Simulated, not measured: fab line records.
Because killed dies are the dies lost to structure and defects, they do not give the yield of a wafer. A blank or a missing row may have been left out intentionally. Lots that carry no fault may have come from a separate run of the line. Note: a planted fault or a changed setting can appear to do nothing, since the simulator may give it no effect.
Which tool is to blame? + flow nandHarc + Sampling: 14 lots, 42 wafers, 4 of 1302 route steps

WHAT THE GAUGES SHOWED, per wafer
NHARC_P_M2_CD_MEAS_09: the cd target is 170 nm.
| lot  | measured     | on       | cdNm (nm)         |
|------|--------------|----------|-------------------|
| L143 | day 6 22:22  | cdSem-03 | 170.1 169.5 169.7 |
| L144 | day 7 03:10  | cdSem-03 | 170.4 170.7 170.3 |
| L146 | day 8 10:46  | cdSem-02 | 169.9 170.5 170.8 |
| L147 | day 8 11:34  | cdSem-03 | 169.6 169.8 170.4 |
| L148 | day 8 19:51  | cdSem-03 | 171.0 169.6 171.2 |
| L149 | day 9 17:32  | cdSem-01 | 170.8 170.7 169.6 |
| L150 | day 9 22:11  | cdSem-02 | 171.6 171.8 171.1 |
| L151 | day 10 05:05 | cdSem-01 | 168.8 170.1 169.5 |
| L152 | day 10 13:25 | cdSem-03 | 169.8 169.8 169.1 |
| L153 | day 11 00:58 | cdSem-01 | 194.7 195.6 195.3 |
| L154 | day 11 07:46 | cdSem-03 | 169.9 169.2 169.5 |
| L157 | day 12 08:17 | cdSem-01 | 191.1 192.4 191.7 |
| L163 | day 14 23:25 | cdSem-03 | 169.9 170.8 169.7 |
| L164 | day 15 16:29 | cdSem-03 | 169.4 169.2 169.7 |

TOOL THAT RAN EACH LOT (tool first, then ch and the chambers of the sampled wafers, then the start)
| lot  | NHARC_P_M1_DESCUM_14              | NHARC_P_M1_ETCH_35                | NHARC_P_M2_EXPOSE_06              |
|------|-----------------------------------|-----------------------------------|-----------------------------------|
| L143 | rieDiel-01 ch 0,2,3, day 6 18:24  | rieDiel-01 ch 0,2,3, day 6 18:28  | arfiScanner-03 ch 0, day 6 22:14  |
| L144 | rieDiel-12 ch 0,1,2, day 6 23:08  | rieDiel-12 ch 2,3, day 6 23:14    | arfiScanner-03 ch 0, day 7 03:01  |
| L146 | rieDiel-12 ch 0,2,3, day 8 06:48  | rieDiel-12 ch 0,1,3, day 8 06:53  | arfiScanner-03 ch 0, day 8 10:37  |
| L147 | rieDiel-12 ch 0,2, day 8 07:42    | rieDiel-12 ch 2,3, day 8 07:46    | arfiScanner-03 ch 0, day 8 11:26  |
| L148 | rieDiel-01 ch 0,1,2, day 8 15:52  | rieDiel-01 ch 1,2, day 8 15:56    | arfiScanner-02 ch 0, day 8 19:43  |
| L149 | rieDiel-12 ch 0,1,3, day 9 13:35  | rieDiel-12 ch 0,1,3, day 9 13:41  | arfiScanner-03 ch 0, day 9 17:24  |
| L150 | rieDiel-12 ch 0,1,2, day 9 18:13  | rieDiel-12 ch 0,1,3, day 9 18:18  | arfiScanner-02 ch 0, day 9 22:02  |
| L151 | rieDiel-12 ch 1,3, day 10 01:07   | rieDiel-12 ch 0,1,2, day 10 01:12 | arfiScanner-01 ch 0, day 10 04:58 |
| L152 | rieDiel-12 ch 0,1,3, day 10 09:19 | rieDiel-12 ch 0,1,3, day 10 09:23 | arfiScanner-02 ch 0, day 10 13:16 |
| L153 | rieDiel-12 ch 0,3, day 10 21:08   | rieDiel-12 ch 0,1,2, day 10 21:14 | arfiScanner-02 ch 0, day 11 00:49 |
| L154 | rieDiel-01 ch 0,2,3, day 11 03:48 | rieDiel-01 ch 1,2,3, day 11 03:53 | arfiScanner-01 ch 0, day 11 07:38 |
| L157 | rieDiel-01 ch 0,2,3, day 12 04:17 | rieDiel-01 ch 1,2, day 12 04:22   | arfiScanner-02 ch 0, day 12 08:08 |
| L163 | rieDiel-01 ch 1,2,3, day 14 19:28 | rieDiel-01 ch 2,3, day 14 19:32   | arfiScanner-01 ch 0, day 14 23:17 |
| L164 | rieDiel-12 ch 2,3, day 15 12:31   | rieDiel-12 ch 0,1,3, day 15 12:36 | arfiScanner-03 ch 0, day 15 16:20 |
- NHARC_P_M1_DESCUM_14: chemistry O2, time 3 s.
- NHARC_P_M1_ETCH_35: etches the open film in N2/H2, target depth 40 nm, overetch 12 nm, time 43.94 s.
- NHARC_P_M2_EXPOSE_06: exposes mask P M2, target cd 170 nm.

AS READ BY THE TOOLS THEMSELVES (means over the sampled wafers that have a number; for cases with no such wafer, the mark the record gives instead)
NHARC_P_M1_DESCUM_14.
| lot  | tool       | drypumpMotorCurrentA (A) | oesProductAu (a.u.) | rfVppV (V) | showerheadPlenumPTorr (Torr) | throttleValvePct (%) |
|------|------------|--------------------------|---------------------|------------|------------------------------|----------------------|
| L143 | rieDiel-01 | 6.1                      | 1.014               | 57.0       | 1.93                         | 11.301               |
| L144 | rieDiel-12 | 5.5                      | 1.005               | 57.8       | 1.86                         | 11.313               |
| L146 | rieDiel-12 | 6.0                      | 0.993               | 58.3       | 1.89                         | 11.309               |
| L147 | rieDiel-12 | 5.7                      | 0.996               | 57.7       | 1.88                         | 11.322               |
| L148 | rieDiel-01 | 5.9                      | 1.015               | 57.8       | 1.96                         | 11.305               |
| L149 | rieDiel-12 | 5.8                      | 1.013               | 57.5       | 1.86                         | 11.310               |
| L150 | rieDiel-12 | 5.5                      | 1.004               | 56.8       | 1.85                         | 11.310               |
| L151 | rieDiel-12 | 6.1                      | 1.011               | 58.1       | 1.88                         | 11.315               |
| L152 | rieDiel-12 | 5.8                      | 1.009               | 57.8       | 1.86                         | 11.313               |
| L153 | rieDiel-12 | 6.0                      | 0.989               | 57.9       | 1.88                         | 11.302               |
| L154 | rieDiel-01 | 6.1                      | 0.996               | 57.6       | 1.92                         | 11.308               |
| L157 | rieDiel-01 | 6.1                      | 0.999               | 57.5       | 1.92                         | 11.304               |
| L163 | rieDiel-01 | 6.0                      | 1.004               | 58.0       | 2.00                         | 11.311               |
| L164 | rieDiel-12 | 6.3                      | 1.024               | 57.8       | 1.89                         | 11.303               |

NHARC_P_M1_ETCH_35.
| lot  | tool       | drypumpMotorCurrentA (A) | oesProductAu (a.u.) | rfVppV (V) | showerheadPlenumPTorr (Torr) | throttleValvePct (%) |
|------|------------|--------------------------|---------------------|------------|------------------------------|----------------------|
| L143 | rieDiel-01 | 6.1                      | 1.006               | 430.8      | 2.05                         | 14.171               |
| L144 | rieDiel-12 | 6.0                      | 0.995               | 429.6      | 2.02                         | 14.163               |
| L146 | rieDiel-12 | 5.8                      | 1.006               | 429.1      | 1.98                         | 14.161               |
| L147 | rieDiel-12 | 6.3                      | 0.989               | 429.9      | 2.02                         | 14.168               |
| L148 | rieDiel-01 | 6.1                      | 1.022               | 434.4      | 2.15                         | 14.175               |
| L149 | rieDiel-12 | 5.8                      | 1.001               | 428.8      | 1.98                         | 14.169               |
| L150 | rieDiel-12 | 5.8                      | 1.004               | 430.1      | 1.98                         | 14.177               |
| L151 | rieDiel-12 | 5.5                      | 1.003               | 428.8      | 1.97                         | 14.170               |
| L152 | rieDiel-12 | 5.8                      | 1.005               | 429.2      | 1.98                         | 14.166               |
| L153 | rieDiel-12 | 5.5                      | 1.001               | 428.9      | 1.97                         | 14.173               |
| L154 | rieDiel-01 | 6.0                      | 1.008               | 433.1      | 2.13                         | 14.178               |
| L157 | rieDiel-01 | 5.9                      | 1.009               | 433.6      | 2.17                         | 14.168               |
| L163 | rieDiel-01 | 6.2                      | 1.008               | 432.1      | 2.11                         | 14.173               |
| L164 | rieDiel-12 | 5.8                      | 1.021               | 428.2      | 1.98                         | 14.166               |

NHARC_P_M2_EXPOSE_06.
| lot  | tool           | exposureDoseMJCm2 |
|------|----------------|-------------------|
| L143 | arfiScanner-03 | 80.77             |
| L144 | arfiScanner-03 | 80.68             |
| L146 | arfiScanner-03 | 80.66             |
| L147 | arfiScanner-03 | 80.86             |
| L148 | arfiScanner-02 | 80.79             |
| L149 | arfiScanner-03 | 80.92             |
| L150 | arfiScanner-02 | 80.81             |
| L151 | arfiScanner-01 | 80.75             |
| L152 | arfiScanner-02 | 80.78             |
| L153 | arfiScanner-02 | 125.12            |
| L154 | arfiScanner-01 | 80.77             |
| L157 | arfiScanner-02 | 117.06            |
| L163 | arfiScanner-01 | 80.74             |
| L164 | arfiScanner-03 | 80.69             |

THE ANSWER, worked out from the rows above alone
Rule: the usual values come from the lots themselves. Put in order of their means at a reading, lots are off if they are a third of the lots or fewer, leave a main group of 4 or more, and stand apart from it by a gap of 3 or more times the standard deviation of the main group's means; of several such gaps the widest counts. A main group is skipped when, at the precision printed for the reading in the tables above, its means are all equal. A lot without any number at a reading at which 4 lots or more have one is off too. All remaining lots with rows at the step are treated as sound. First the gauges in route order, then the tools' own readings, where a lot's mean is used as printed above. At the first step where some lot is off, the reading lying furthest off is the one used; lots without a number count as furthest.
Off: L153, L157, at NHARC_P_M2_CD_MEAS_09 (cdNm). Mean 170.1 nm and standard deviation 0.58 in the main group.
A tool fits if, at a process step before that reading, it ran every lot that is off, and no sound lot after the first of them. The gauges at NHARC_P_M2_CD_MEAS_09 aren't tried: what is off there is off at NHARC_P_M2_EXPOSE_06 too, on other tools, and a gauge's error can't cause that. One candidate fits, namely arfiScanner-02 at NHARC_P_M2_EXPOSE_06. Its last sound lot is L152 (day 10 13:16), its first lot that is off L153 (day 11 00:49): a fault that began between those two fits.
The tool's own readings at NHARC_P_M2_EXPOSE_06 bear it out: on the lots that are off they differ by more than 5 times the standard deviation of the sound lots' means. exposureDoseMJCm2 reads 121.09 there against 80.77 on the sound lots.

WHAT THE SIMULATOR HAD INSERTED
Process parameters drifting: arfiScanner-02 at NHARC_P_M2_EXPOSE_06, beginning at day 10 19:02. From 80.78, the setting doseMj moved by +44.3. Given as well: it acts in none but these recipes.
Struck lots among those shown: L153, L157. The rule above found the same.
